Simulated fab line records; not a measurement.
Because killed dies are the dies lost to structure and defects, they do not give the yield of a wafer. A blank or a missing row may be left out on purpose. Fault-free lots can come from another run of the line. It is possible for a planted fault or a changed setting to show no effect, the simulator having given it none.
Struck lot and sound lot, side by side + flow nand harc + 13 steps out of a route of 1302
Sound: the wafers L465.1, L465.4, L465.6. Struck: wafers L455.1, L455.2, L455.4. Last of all comes the cause.
Per side, at each step with rows, come the tool, then ch with its chambers, and then its first start. Under that, the readings that differ: sound wafers + struck wafers + difference of the means + sigmas: that difference in standard deviations of wafers without a fault.
alike: same words and numbers on both sides, and readings whose means sit less than 2 such deviations apart. not compared: any withheld reading, any reading some wafer has no value for, any bound like >300 that may hide the same value, and any number with overlapping values for which the record gives no deviation.
Wherever a step has rows on one side only, a row that says differs or no value, or a row with sigmas, the two part there. Numbers that have no deviation but don't overlap get no sigmas and don't part them. A reading that every wafer of one side lacks parts them only if that side has two wafers or more.

first, 1 step without rows for these wafers: NHARC_A_CONTACT_STRIP_27 (strips in post etch residue remover, time 600 s).
NHARC_A_CONTACT_ALD_18: deposits TiN, target thk 3 nm, pulse time 1 s, ald cycles 150.
  sound on ald metal-03 ch 0,3, day 29 17:23; struck on ald metal-01 ch 1,2,3, day 25 00:26
  alike: heater power w, precursor pulse height rel, susceptor temp C
NHARC_A_CONTACT_CVD_19: deposits W, target thk 300 nm, time 802 s.
  sound on cvd w-01 ch 1; struck on cvd w-01 ch 0,1
| reading              | sound | struck               | difference                   | sigmas |
|----------------------|-------|----------------------|------------------------------|--------|
| susceptor temp C (C) | - - - | 300.17 299.92 300.30 | no value on the sound wafers |        |
  alike: heater power w, mfc h2 sccm, throttle valve pct
NHARC_A_CONTACT_CMP_20: polishes, t overpolish 30 s, target thk 300 nm.
  sound on cmp-02 ch 1,2, day 29 18:28; struck on cmp-01 ch 0,1,2, day 25 01:32
| reading                | sound    | struck   | difference | sigmas |
|------------------------|----------|----------|------------|--------|
| time to endpoint s (s) | 58 62 63 | 54 54 51 | -8         | -2     |
  alike: edge zone pressure frac, motor current A, overpolish run s, slurry flow ml min
after that, 1 step had no rows for these wafers: NHARC_A_CONTACT_SRD_22.
NHARC_A_CONTACT_INSPECT_23:
  sound on defect inspect-01, day 29 18:52; struck on defect inspect-01, day 25 01:56
  alike: raw defect count
then, 5 steps without rows for these wafers: NHARC_A_BLC_DEHYDRATE_00 (time 120 s); NHARC_A_BLC_HMDS_01 (time 30 s); NHARC_A_BLC_COAT_02 (time 75 s); NHARC_A_BLC_COAT_03 (time 65 s); NHARC_A_BLC_COAT_04 (resist thk 90 nm).
NHARC_A_BLC_SOFTBAKE_05: time 55 s.
  sound on litho track-01 ch 0, day 29 18:00; struck on litho track-06 ch 0, day 25 02:00
| reading                  | sound                | struck               | difference | sigmas |
|--------------------------|----------------------|----------------------|------------|--------|
| heater power total W (W) | 188.54 188.47 188.28 | 177.16 176.92 177.18 | -11.34     | -81    |
after that, 1 step had no rows for these wafers: NHARC_A_BLC_EBR_06.

== WHERE THEY PART ==
Last at NHARC_A_BLC_SOFTBAKE_05 as far as this record goes, first at NHARC_A_CONTACT_CVD_19.

WHY: what the simulator had put in
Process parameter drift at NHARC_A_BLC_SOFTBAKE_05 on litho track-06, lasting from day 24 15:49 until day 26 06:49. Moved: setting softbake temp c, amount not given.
